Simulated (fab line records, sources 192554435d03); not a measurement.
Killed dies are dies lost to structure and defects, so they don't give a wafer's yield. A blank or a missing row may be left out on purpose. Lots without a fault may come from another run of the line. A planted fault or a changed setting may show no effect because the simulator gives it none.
fab line records | flow n5_finfet
record lots=7 wafers=39
route steps=1938 shown WELL_APT@41 FIN_SAQP@102 SD_EPI_N@269 HKMG_FIN@403 BEOL_M0_SAQP@638 BEOL_M2@904 BEOL_M4@1092 BEOL_M5@1179 BEOL_M8@1377 BEOL_M10@1533 BEOL_M12@1616 BEOL_M15@1809 MIM_BOT_LITHO@1865 PASSIVATION@1936
start_h: hours from the record's first day to the start of the lot's first wafer shown | wait_h: hours since the lot's step before | " the same as in the row above | L1.1+2: a row that stands for several wafers | - no value, or no start given | * or withheld: withheld | < > ~ a bound
route shown NAME@n: a module of which the file shows steps, and the number in the route of the first | usual: mean/standard deviation of fault-free wafers | same: alike in all rows | chamber/n: place in a boat | sites: the reading at each site | _std_site: their standard deviation | _edge_site: outer sites' mean less inner sites' | radius_mm: how far each site lies from the wafer's centre | mask NAME#n: copy n | behind: the tool/chamber that last shaped the wafer | hold: why the lot was held/for how many hours/how that ended | device: the transistor (n, p or np) that didn't switch | end of line: the same wafers' tests at the end of the route | a step without rows: its recipe alone | killed: dies lost to structure and defects at the first sort, not the wafer's yield | map: a wafer's dies, x killed, . not, _ none there
set.NAME: the setting as run; set.NAME@STEP: as run at that earlier step | model.NAME: the simulator's own value behind a step, which no gauge read
lots whose settings were changed on purpose; a table a step, a row a wafer
## steps
# step N5_WELL_APT_DEVELOP_24
# recipe develop_time_s=45 rinse_liquid=surfactant_rinse dry=air_spin dev_temp_c=21
# step N5_FIN_SAQP_HM_DEP_72
# recipe material=SiO2 target_thk_a=120 temp_c=400 precursor=SiH4/N2O pressure_torr=0.75 rf_w=275 time_s=7.2
# step N5_SD_EPI_N_DEVELOP_08
# recipe develop_time_s=30 developer=TMAH resist=CAR-ArF-block dev_temp_c=23 rinse_liquid=diw dry=air_spin
# step N5_HKMG_FIN_ETCH_55
# recipe chemistry=N2/H2 target=SOC target_depth_a=2400 temp_c=40 time_s=300 ion_energy_ev=200 mask_material=SiARC pressure_mtorr=30 source_w=840 bias_w=150 n2_flow_sccm=200 h2_flow_sccm=200
# step N5_BEOL_M0_SAQP_PECVD_04
# recipe material=a-Si target_thk_a=600 temp_c=350 precursor=SiH4/He pressure_torr=3 rf_w=100 time_s=60.2
# step N5_BEOL_M0_SAQP_SPACER2_ALD_26
# recipe material=SiO2 target_thk_a=150 temp_c=300 ald_precursor_family=BDEAS ald_co_reactant=O2-plasma pulse_time_s=1 purge_time_s=2 co_reactant_purge_time_s=2 pressure_torr=2
# step N5_BEOL_M2_SPUTTER_48
# recipe material=Cu target_thk_a=45 temp_c=-20 chamber_pressure_pa=0.07 power_w=withheld time_s=8.29
# step N5_BEOL_M4_SPUTTER_88
# step N5_BEOL_M5_SPUTTER_83
# recipe material=Cu target_thk_a=150 temp_c=-20 chamber_pressure_pa=0.07 power_w=withheld time_s=27.62
# step N5_BEOL_M8_TRENCH_ETCH_37
# recipe chemistry=C4F6/O2 target_depth_a=934.78 target=SiCOH_lowk time_s=31.2 ion_energy_ev=250 pressure_mtorr=30 source_w=345 bias_w=185 Ar_flow_sccm=300 C4F6_flow_sccm=10 O2_flow_sccm=10
# step N5_BEOL_M10_DEP_56
# recipe material=SiCN target_thk_a=150 temp_c=withheld precursor=3MS/NH3 pressure_torr=3 rf_w=202 time_s=26.5
# step N5_BEOL_M12_ETCH_59
# recipe chemistry=N2/H2 target=BARC target_depth_a=890 overetch_a=267 time_s=67.9 ion_energy_ev=200 pressure_mtorr=30 source_w=840 bias_w=150 n2_flow_sccm=200 h2_flow_sccm=200
# step N5_BEOL_M15_TRENCH_ETCH_34
# recipe chemistry=C4F8/O2/Ar target=SiO2 target_depth_a=8729.3 he_inner_torr=15 he_outer_torr=30 time_s=199 ion_energy_ev=800 pressure_mtorr=20 source_w=1905 bias_w=2040 Ar_flow_sccm=400 C4F8_flow_sccm=16 O2_flow_sccm=12
# step N5_MIM_BOT_LITHO_DESCUM_10
# recipe chemistry=O2 time_s=7.9 source_power_w=50 bias_power_w=20 pressure_mtorr=20 rf_frequency_hz=2.712e+07 temp_c=40 o2_flow_sccm=225
# step N5_PASSIVATION_PROBE_49
# usual sort_bin_5_function=5.0/1
# columns lot.wafer tool chamber start_h wait_h set.develop_time_s@WELL_APT_DEVELOP_24 set.target_thk_a@FIN_SAQP_HM_DEP_72 set.develop_time_s@SD_EPI_N_DEVELOP_08 set.time_s@HKMG_FIN_ETCH_55 set.time_s@BEOL_M0_SAQP_PECVD_04 set.target_thk_a@BEOL_M0_SAQP_SPACER2_ALD_26 set.time_s@BEOL_M2_SPUTTER_48 set.target_thk_a@BEOL_M4_SPUTTER_88 set.time_s@BEOL_M5_SPUTTER_83 set.time_s@BEOL_M8_TRENCH_ETCH_37 set.target_thk_a@BEOL_M10_DEP_56 set.target_depth_a@BEOL_M12_ETCH_59 set.time_s@BEOL_M15_TRENCH_ETCH_34 set.time_s@MIM_BOT_LITHO_DESCUM_10 sort_bin_5_function[%]
L074.1 prober-01 - 274.50 0.0 56.22 79.92 30 300 46.13 150 8.29 59.34 27.62 41.34 214.6 890 199 7.9 5.8
L074.2 prober-01 - 274.55 0.1 45 79.92 30 300 60.2 150 8.29 59.34 21.09 31.2 150 890 199 11.19 7.1
L074.3 prober-01 - 274.60 0.1 45 120 30 300 60.2 150 8.29 45 21.09 41.34 150 890 199 7.9 5.8
L074.4 prober-01 - 274.65 0.2 56.22 79.92 30 406.2 46.13 150 8.29 45 21.09 31.2 214.6 890 199 11.19 6.1
L074.5 prober-01 - 274.70 0.2 45 120 30 406.2 46.13 150 8.29 59.34 27.62 41.34 150 890 199 11.19 5.5
L074.6 prober-01 - 274.75 0.3 56.22 120 30 406.2 60.2 150 8.29 45 27.62 31.2 214.6 890 199 7.9 5.2
L083.3 prober-02 - 319.07 0.1 45 120 30 300 60.2 150 8.29 45 27.62 31.2 150 890 199 7.9 5.5
L083.4 prober-02 - 319.12 0.2 45 120 30 300 60.2 150 8.29 45 27.62 31.2 150 890 199 7.9 5.1
L083.6 prober-02 - 319.22 0.3 45 120 30 300 60.2 150 8.29 45 27.62 31.2 150 890 199 7.9 5.5
L082.1 prober-01 - 320.94 0.0 45 87.27 30 300 60.2 150 6.124 55.81 27.62 18.83 150 890 199 7.9 5.2
L082.2 prober-01 - 320.99 0.1 45 87.27 42.63 300 60.2 150 6.124 45 27.62 31.2 106.5 890 199 7.9 5.8
L082.3 prober-01 - 321.04 0.1 45 120 30 300 60.2 150 8.29 55.81 27.62 31.2 150 1342 236 7.9 3.8
L082.4 prober-01 - 321.09 0.2 45 87.27 30 300 60.2 216.5 8.29 45 27.62 18.83 150 890 236 9.094 96.4
L082.5 prober-01 - 321.14 0.2 45 120 42.63 300 60.2 216.5 8.29 55.81 27.62 18.83 106.5 1342 199 9.094 97.3
L082.6 prober-01 - 321.19 0.3 45 120 42.63 300 60.2 216.5 6.124 45 27.62 31.2 106.5 1342 236 9.094 96.4
L089.1 prober-02 - 360.08 0.0 66.43 120 30 300 86.34 150 8.29 45 27.62 31.2 150 890 230.1 7.9 5.3
L089.2 prober-02 - 360.13 0.1 66.43 120 40.84 300 60.2 150 12.09 45 27.62 41.56 110.6 890 230.1 7.9 5.2
L089.3 prober-02 - 360.18 0.1 45 120 40.84 300 86.34 229.2 8.29 45 27.62 31.2 110.6 890 230.1 7.9 97.5
L089.4 prober-02 - 360.23 0.2 66.43 120 30 300 60.2 229.2 12.09 45 27.62 31.2 150 890 199 7.9 96.3
L089.5 prober-02 - 360.28 0.2 45 120 30 300 86.34 229.2 12.09 45 27.62 41.56 110.6 890 199 7.9 95.4
L089.6 prober-02 - 360.33 0.3 45 120 40.84 300 60.2 150 8.29 45 27.62 41.56 150 890 199 7.9 4.6
L091.1 prober-02 - 376.72 0.0 45 120 30 300 83.8 150 8.29 45 27.62 13.5 150 890 199 7.9 97.0
L091.2 prober-02 - 376.77 0.1 45 120 39.5 300 83.8 86.82 6.755 35.26 27.62 31.2 150 890 199 7.9 6.0
L091.3 prober-02 - 376.82 0.1 45 120 30 300 60.2 86.82 6.755 35.26 27.62 13.5 150 531.1 315.9 7.9 6.2
L091.4 prober-02 - 376.87 0.2 45 120 39.5 300 83.8 150 6.755 45 27.62 31.2 150 531.1 315.9 3.947 5.8
L091.5 prober-02 - 376.92 0.2 45 120 30 300 60.2 86.82 8.29 45 27.62 13.5 150 531.1 199 3.947 5.6
L091.6 prober-02 - 376.97 0.3 45 120 39.5 300 60.2 150 8.29 35.26 27.62 31.2 150 890 315.9 3.947 6.3
L093.1 prober-02 - 387.82 0.0 45 120 30 300 74.77 150 8.29 32.18 14.11 31.2 215.1 617.8 199 7.9 6.4
L093.2 prober-02 - 387.87 0.1 45 120 39.61 300 60.2 234.8 8.29 32.18 27.62 17.64 215.1 617.8 199 10.48 96.7
L093.3 prober-02 - 387.92 0.1 45 51.91 39.61 300 74.77 150 6.643 32.18 14.11 31.2 150 890 199 7.9 6.8
L093.4 prober-02 - 387.97 0.2 45 51.91 30 300 60.2 234.8 6.643 45 14.11 17.64 150 617.8 199 10.48 96.5
L093.5 prober-02 - 388.02 0.2 45 51.91 30 300 74.77 234.8 8.29 45 27.62 31.2 150 890 199 10.48 94.6
L093.6 prober-02 - 388.07 0.3 45 120 39.61 300 60.2 150 6.643 45 27.62 17.64 215.1 890 199 7.9 5.3
L096.1 prober-02 - 398.46 0.0 45 56.15 20.78 229.8 36.81 150 8.29 36.12 27.62 31.2 211.3 890 199 7.9 3.1
L096.2 prober-02 - 398.51 0.1 45 120 20.78 300 60.2 150 12.86 36.12 27.62 41.36 150 890 199 11.14 3.5
L096.3 prober-02 - 398.56 0.1 45 120 30 300 36.81 103.1 8.29 45 27.62 31.2 211.3 673.7 199 11.14 4.6
L096.4 prober-02 - 398.61 0.2 45 56.15 30 300 60.2 150 12.86 45 27.62 31.2 150 673.7 199 11.14 3.9
L096.5 prober-02 - 398.66 0.2 45 120 30 229.8 60.2 103.1 8.29 36.12 27.62 41.36 150 673.7 199 7.9 4.4
L096.6 prober-02 - 398.71 0.3 45 56.15 20.78 229.8 36.81 103.1 12.86 45 27.62 41.36 211.3 890 199 7.9 4.1
# killed by level:class
L074.1 BEOL_M0_SAQP:geometric_particle:short=18 FIN_SAQP:geometric_particle:short=13 FIN_SAQP:geometric_particle:open=12 BEOL_M2:geometric_particle:open=11 BEOL_M0_SAQP:geometric_particle:open=8 ILD0:geometric_particle:open=7 DUMMY_GATE:geometric_particle:open=6 BEOL_M4:geometric_particle:open=6
L074.2 BEOL_M0_SAQP:geometric_particle:short=20 BEOL_M0_SAQP:geometric_particle:open=18 FIN_SAQP:geometric_particle:open=10 FIN_SAQP:geometric_particle:short=8 STI_FIN_REVEAL:geometric_particle:open=7 DUMMY_GATE:geometric_particle:open=7 MOL_CONTACT_COAG:geometric_particle:open=7 BEOL_M3:geometric_particle:open=7
L074.3 BEOL_M0_SAQP:geometric_particle:short=17 MOL_CONTACT_COAG:geometric_particle:open=15 FIN_SAQP:geometric_particle:open=13 FIN_SAQP:geometric_particle:short=12 BEOL_M4:geometric_particle:open=8 BEOL_M0_SAQP:geometric_particle:open=8 DUMMY_GATE:geometric_particle:open=7 GATE_CUT:geometric_particle:short=7
L074.4 BEOL_M0_SAQP:geometric_particle:short=20 BEOL_M0_SAQP:geometric_particle:open=16 FIN_SAQP:geometric_particle:open=13 FIN_SAQP:geometric_particle:short=13 STI_FIN_REVEAL:geometric_particle:open=7 GATE_CUT:geometric_particle:short=7 MOL_CONTACT_COAG:geometric_particle:short=5 BEOL_M2:geometric_particle:open=5
L074.5 BEOL_M0_SAQP:geometric_particle:open=15 FIN_SAQP:geometric_particle:short=14 FIN_SAQP:geometric_particle:open=12 BEOL_M4:geometric_particle:open=12 BEOL_M0_SAQP:geometric_particle:short=10 MOL_CONTACT_COAG:geometric_particle:open=9 DUMMY_GATE:geometric_particle:open=6 STARTING-WAFER:geometric_particle:short=4
L074.6 FIN_SAQP:geometric_particle:short=15 BEOL_M0_SAQP:geometric_particle:short=14 FIN_SAQP:geometric_particle:open=10 DUMMY_GATE:geometric_particle:open=10 MOL_CONTACT_COAG:geometric_particle:open=9 BEOL_M0_SAQP:geometric_particle:open=8 BEOL_M4:geometric_particle:open=8 BEOL_M2:geometric_particle:open=6
L083.3 BEOL_M3:geometric_particle:open=10 STI_FIN_REVEAL:geometric_particle:open=8 MOL_CONTACT_COAG:geometric_particle:open=7 BEOL_M0_SAQP:geometric_particle:short=7 BEOL_M0_SAQP:geometric_particle:open=7 BEOL_M1:geometric_particle:open=7 BEOL_M0:geometric_particle:open=6 BEOL_M2:geometric_particle:open=5
L083.4 BEOL_M0_SAQP:geometric_particle:open=10 BEOL_M5:geometric_particle:open=7 BEOL_M3:geometric_particle:open=6 BEOL_M0_SAQP:geometric_particle:short=6 BEOL_M0:geometric_particle:open=6 BEOL_M2:geometric_particle:open=6 FIN_SAQP:geometric_particle:open=4 BEOL_M1:geometric_particle:open=4
L083.6 BEOL_M3:geometric_particle:open=19 STI_FIN_REVEAL:geometric_particle:open=9 BEOL_M2:geometric_particle:open=7 MOL_CONTACT_COAG:geometric_particle:open=6 BEOL_M0_SAQP:geometric_particle:open=6 ILD0:geometric_particle:short=5 GATE_CUT:geometric_particle:short=4 BEOL_M0_SAQP:geometric_particle:short=4
L082.1 BEOL_M8:area_ecd=88 FIN_SAQP:geometric_particle:open=12 MOL_CONTACT_COAG:geometric_particle:open=11 BEOL_M0:geometric_particle:open=6 BEOL_M1:geometric_particle:open=6 BEOL_M3:geometric_particle:short=6 FIN_SAQP:geometric_particle:short=4 GATE_CUT:geometric_particle:open=4
L082.2 MOL_CONTACT_COAG:geometric_particle:open=13 BEOL_M0_SAQP:geometric_particle:open=10 BEOL_M3:geometric_particle:open=8 FIN_SAQP:geometric_particle:open=7 STI_FIN_REVEAL:geometric_particle:open=6 BEOL_M0:geometric_particle:open=6 BEOL_M1:geometric_particle:open=6 BEOL_M0_SAQP:geometric_particle:short=5
L082.3 MOL_CONTACT_COAG:geometric_particle:open=11 BEOL_M1:geometric_particle:open=11 BEOL_M2:geometric_particle:open=10 FIN_SAQP:geometric_particle:open=5 STI_FIN_REVEAL:geometric_particle:open=5 ILD0:geometric_particle:short=5 GATE_CUT:geometric_particle:short=4 DUMMY_GATE:geometric_particle:short=3
L082.4 BEOL_M0_SAQP:area_ald=1069 MOL_CONTACT_COAG:geometric_particle:open=16 BEOL_M3:geometric_particle:open=12 BEOL_M2:geometric_particle:open=9 BEOL_M1:geometric_particle:open=8 MOL_CONTACT_COAG:geometric_particle:short=6 BEOL_M0_SAQP:geometric_particle:short=6 BEOL_M0_SAQP:geometric_particle:open=5
L082.5 BEOL_M0_SAQP:area_ald=1111 MOL_CONTACT_COAG:geometric_particle:open=17 DUMMY_GATE:geometric_particle:open=6 FIN_SAQP:geometric_particle:short=5 BEOL_M0:geometric_particle:open=4 DUMMY_GATE:geometric_particle:short=3 GATE_CUT:geometric_particle:open=3 BEOL_M0_SAQP:geometric_particle:open=3
L082.6 BEOL_M0_SAQP:area_ald=1083 BEOL_M2:geometric_particle:open=13 MOL_CONTACT_COAG:geometric_particle:open=11 BEOL_M0_SAQP:geometric_particle:open=9 BEOL_M1:geometric_particle:open=8 BEOL_M0_SAQP:geometric_particle:short=7 FIN_SAQP:geometric_particle:short=6 STARTING-WAFER:geometric_particle:short=6
L089.1 FIN_SAQP:geometric_particle:open=23 FIN_SAQP:geometric_particle:short=16 MOL_CONTACT_COAG:geometric_particle:open=8 BEOL_M2:geometric_particle:open=7 BEOL_M5:geometric_particle:open=7 BEOL_M0_SAQP:geometric_particle:open=6 BEOL_M3:geometric_particle:open=5 DUMMY_GATE:geometric_particle:open=5
L089.2 FIN_SAQP:geometric_particle:open=11 BEOL_M3:geometric_particle:open=9 FIN_SAQP:geometric_particle:short=8 BEOL_M2:geometric_particle:open=7 STI_FIN_REVEAL:geometric_particle:open=5 BEOL_M0_SAQP:geometric_particle:short=5 BEOL_M1:geometric_particle:open=4 STARTING-WAFER:geometric_particle:short=4
L089.3 BEOL_M0_SAQP:area_ald=1094 BEOL_M0_SAQP:area_etch=17 MOL_CONTACT_COAG:geometric_particle:open=10 FIN_SAQP:geometric_particle:open=5 STARTING-WAFER:geometric_particle:short=5 GATE_CUT:geometric_particle:short=4 STI_FIN_REVEAL:geometric_particle:open=4 ILD0:geometric_particle:short=4
L089.4 BEOL_M0_SAQP:area_ald=1064 FIN_SAQP:geometric_particle:open=24 FIN_SAQP:geometric_particle:short=16 BEOL_M0_SAQP:geometric_particle:open=14 BEOL_M0_SAQP:geometric_particle:short=9 MOL_CONTACT_COAG:geometric_particle:open=6 BEOL_M1:geometric_particle:open=5 BEOL_M3:geometric_particle:open=5
L089.5 BEOL_M0_SAQP:area_ald=1052 FIN_SAQP:geometric_particle:open=23 FIN_SAQP:geometric_particle:short=14 MOL_CONTACT_COAG:geometric_particle:open=12 BEOL_M5:geometric_particle:open=9 BEOL_M0_SAQP:geometric_particle:short=8 BEOL_M3:geometric_particle:open=8 STI_FIN_REVEAL:geometric_particle:open=7
L089.6 FIN_SAQP:geometric_particle:open=20 FIN_SAQP:geometric_particle:short=11 GATE_CUT:geometric_particle:open=6 BEOL_M1:geometric_particle:short=6 MOL_CONTACT_COAG:geometric_particle:open=5 BEOL_M1:geometric_particle:open=5 BEOL_M5:geometric_particle:open=5 STARTING-WAFER:geometric_particle:short=4
L091.1 BEOL_M8:area_ecd=1079 BEOL_M3:geometric_particle:open=9 BEOL_M0_SAQP:geometric_particle:open=8 BEOL_M0_SAQP:geometric_particle:short=8 BEOL_M0_SAQP:area_etch=7 FIN_SAQP:geometric_particle:open=6 STI_FIN_REVEAL:geometric_particle:open=6 DUMMY_GATE:geometric_particle:short=6
L091.2 BEOL_M0_SAQP:area_ald=1057 STI_FIN_REVEAL:geometric_particle:open=15 MOL_CONTACT_COAG:geometric_particle:open=12 BEOL_M2:geometric_particle:open=10 FIN_SAQP:geometric_particle:open=8 BEOL_M3:geometric_particle:open=8 BEOL_M0_SAQP:geometric_particle:open=6 STARTING-WAFER:geometric_particle:open=6
L091.3 BEOL_M0_SAQP:area_ald=1074 BEOL_M3:geometric_particle:open=11 FIN_SAQP:geometric_particle:open=10 BEOL_M0_SAQP:geometric_particle:short=9 BEOL_M0_SAQP:geometric_particle:open=9 MOL_CONTACT_COAG:geometric_particle:open=6 BEOL_M4:geometric_particle:open=6 BEOL_M2:geometric_particle:open=5
L091.4 MOL_CONTACT_COAG:geometric_particle:open=12 BEOL_M2:geometric_particle:open=12 STI_FIN_REVEAL:geometric_particle:open=9 BEOL_M3:geometric_particle:open=9 BEOL_M1:geometric_particle:short=7 GATE_CUT:geometric_particle:open=6 BEOL_M0_SAQP:geometric_particle:open=6 FIN_SAQP:geometric_particle:open=5
L091.5 BEOL_M0_SAQP:area_ald=1070 MOL_CONTACT_COAG:geometric_particle:open=14 BEOL_M3:geometric_particle:open=11 BEOL_M0_SAQP:geometric_particle:open=10 STI_FIN_REVEAL:geometric_particle:open=7 BEOL_M1:geometric_particle:short=6 BEOL_M1:geometric_particle:open=5 PASS1_CAP:geometric_particle:short=5
L091.6 MOL_CONTACT_COAG:geometric_particle:open=16 FIN_SAQP:geometric_particle:open=14 BEOL_M3:geometric_particle:open=13 BEOL_M0_SAQP:geometric_particle:open=11 BEOL_M0_SAQP:geometric_particle:short=8 FIN_SAQP:geometric_particle:short=6 BEOL_M2:geometric_particle:open=6 MOL_CONTACT_COAG:geometric_particle:short=4
L093.1 MOL_CONTACT_COAG:geometric_particle:open=15 BEOL_M0_SAQP:geometric_particle:open=11 FIN_SAQP:geometric_particle:open=9 BEOL_M2:geometric_particle:open=9 BEOL_M1:geometric_particle:open=8 BEOL_M4:geometric_particle:open=8 STI_FIN_REVEAL:geometric_particle:open=7 BEOL_M0_SAQP:geometric_particle:short=7
L093.2 BEOL_M0_SAQP:area_ald=1074 MOL_CONTACT_COAG:geometric_particle:open=13 FIN_SAQP:geometric_particle:open=11 BEOL_M2:geometric_particle:open=11 BEOL_M0_SAQP:geometric_particle:open=9 BEOL_M0_SAQP:geometric_particle:short=8 BEOL_M1:geometric_particle:open=7 STI_FIN_REVEAL:geometric_particle:open=6
L093.3 MOL_CONTACT_COAG:geometric_particle:open=14 FIN_SAQP:geometric_particle:open=13 STI_FIN_REVEAL:geometric_particle:open=9 BEOL_M0_SAQP:geometric_particle:open=9 BEOL_M0_SAQP:geometric_particle:short=8 BEOL_M2:geometric_particle:open=8 BEOL_M3:geometric_particle:open=6 DUMMY_GATE:geometric_particle:short=4
L093.4 BEOL_M0_SAQP:area_ald=1077 MOL_CONTACT_COAG:geometric_particle:open=11 BEOL_M2:geometric_particle:open=11 FIN_SAQP:geometric_particle:open=10 BEOL_M0_SAQP:geometric_particle:short=8 BEOL_M0_SAQP:geometric_particle:open=7 BEOL_M5:interface_void_opened=7 BEOL_M2:geometric_particle:short=6
L093.5 BEOL_M0_SAQP:area_ald=1050 MOL_CONTACT_COAG:geometric_particle:open=24 BEOL_M0_SAQP:geometric_particle:short=10 BEOL_M2:geometric_particle:open=9 BEOL_M4:geometric_particle:open=8 FIN_SAQP:geometric_particle:open=7 MOL_CONTACT_COAG:geometric_particle:short=7 BEOL_M0_SAQP:geometric_particle:open=7
L093.6 BEOL_M8:area_ecd=327 MOL_CONTACT_COAG:geometric_particle:open=25 STI_FIN_REVEAL:geometric_particle:open=11 MOL_CONTACT_COAG:geometric_particle:short=9 FIN_SAQP:geometric_particle:short=7 FIN_SAQP:geometric_particle:open=4 BEOL_M2:geometric_particle:open=4 BEOL_M4:geometric_particle:open=4
L096.1 BEOL_M2:geometric_particle:open=9 BEOL_M4:geometric_particle:open=7 BEOL_M1:geometric_particle:open=7 BEOL_M3:geometric_particle:open=7 STI_FIN_REVEAL:geometric_particle:open=4 FIN_SAQP:geometric_particle:short=3 MOL_CONTACT_COAG:geometric_particle:open=3 BEOL_M0_SAQP:geometric_particle:open=3
L096.2 BEOL_M1:geometric_particle:open=14 BEOL_M2:geometric_particle:open=8 BEOL_M4:geometric_particle:open=8 BEOL_M3:geometric_particle:open=5 MOL_CONTACT_COAG:geometric_particle:open=4 DUMMY_GATE:geometric_particle:open=3 BEOL_M0_SAQP:geometric_particle:short=3 BEOL_M3:geometric_particle:short=3
L096.3 BEOL_M0_SAQP:area_ald=1089 BEOL_M3:geometric_particle:open=10 FIN_SAQP:geometric_particle:short=9 MOL_CONTACT_COAG:geometric_particle:open=7 BEOL_M0_SAQP:geometric_particle:open=5 BEOL_M1:geometric_particle:open=5 FIN_CUT:geometric_particle:open=4 GATE_CUT:geometric_particle:short=4
L096.4 FIN_SAQP:geometric_particle:open=10 BEOL_M3:geometric_particle:open=7 BEOL_M2:geometric_particle:open=6 BEOL_M2:geometric_particle:short=5 BEOL_M4:geometric_particle:open=5 STI_FIN_REVEAL:geometric_particle:open=4 BEOL_M0:geometric_particle:open=4 BEOL_M1:geometric_particle:open=4
L096.5 BEOL_M0_SAQP:area_ald=1098 MOL_CONTACT_COAG:geometric_particle:open=9 MOL_CONTACT_COAG:geometric_particle:short=7 FIN_SAQP:geometric_particle:open=6 BEOL_M0_SAQP:geometric_particle:open=6 BEOL_M1:geometric_particle:short=5 BEOL_M4:geometric_particle:open=5 DUMMY_GATE:geometric_particle:short=4
L096.6 BEOL_M0_SAQP:area_ald=1102 FIN_SAQP:geometric_particle:open=7 MOL_CONTACT_COAG:geometric_particle:open=7 BEOL_M1:geometric_particle:open=7 BEOL_M0:geometric_particle:open=6 FIN_SAQP:geometric_particle:short=5 PASS1_CAP:geometric_particle:short=4 FIN_CUT:geometric_particle:open=3
## key
split step=N5_WELL_APT_DEVELOP_24 setting=develop_time_s stated_as=45
response none clear
split step=N5_FIN_SAQP_HM_DEP_72 setting=target_thk_a stated_as=120
response none clear
split step=N5_SD_EPI_N_DEVELOP_08 setting=develop_time_s stated_as=30
response none clear
split step=N5_HKMG_FIN_ETCH_55 setting=time_s stated_as=300
response none clear
split step=N5_BEOL_M0_SAQP_PECVD_04 setting=time_s stated_as=60.2
response none clear
split step=N5_BEOL_M0_SAQP_SPACER2_ALD_26 setting=target_thk_a stated_as=150
response step=N5_PASSIVATION_PROBE_49 reading=sort_bin_5_function slope=+1.41 per=1% together_with=all explained=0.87
split step=N5_BEOL_M2_SPUTTER_48 setting=time_s stated_as=8.29
response none clear
split step=N5_BEOL_M4_SPUTTER_88 setting=target_thk_a stated_as=45
response none clear
split step=N5_BEOL_M5_SPUTTER_83 setting=time_s stated_as=27.62
response none clear
split step=N5_BEOL_M8_TRENCH_ETCH_37 setting=time_s stated_as=31.2
response none clear
split step=N5_BEOL_M10_DEP_56 setting=target_thk_a stated_as=150
response none clear
split step=N5_BEOL_M12_ETCH_59 setting=target_depth_a stated_as=890
response none clear
split step=N5_BEOL_M15_TRENCH_ETCH_34 setting=time_s stated_as=199
response none clear
split step=N5_MIM_BOT_LITHO_DESCUM_10 setting=time_s stated_as=7.9
response none clear
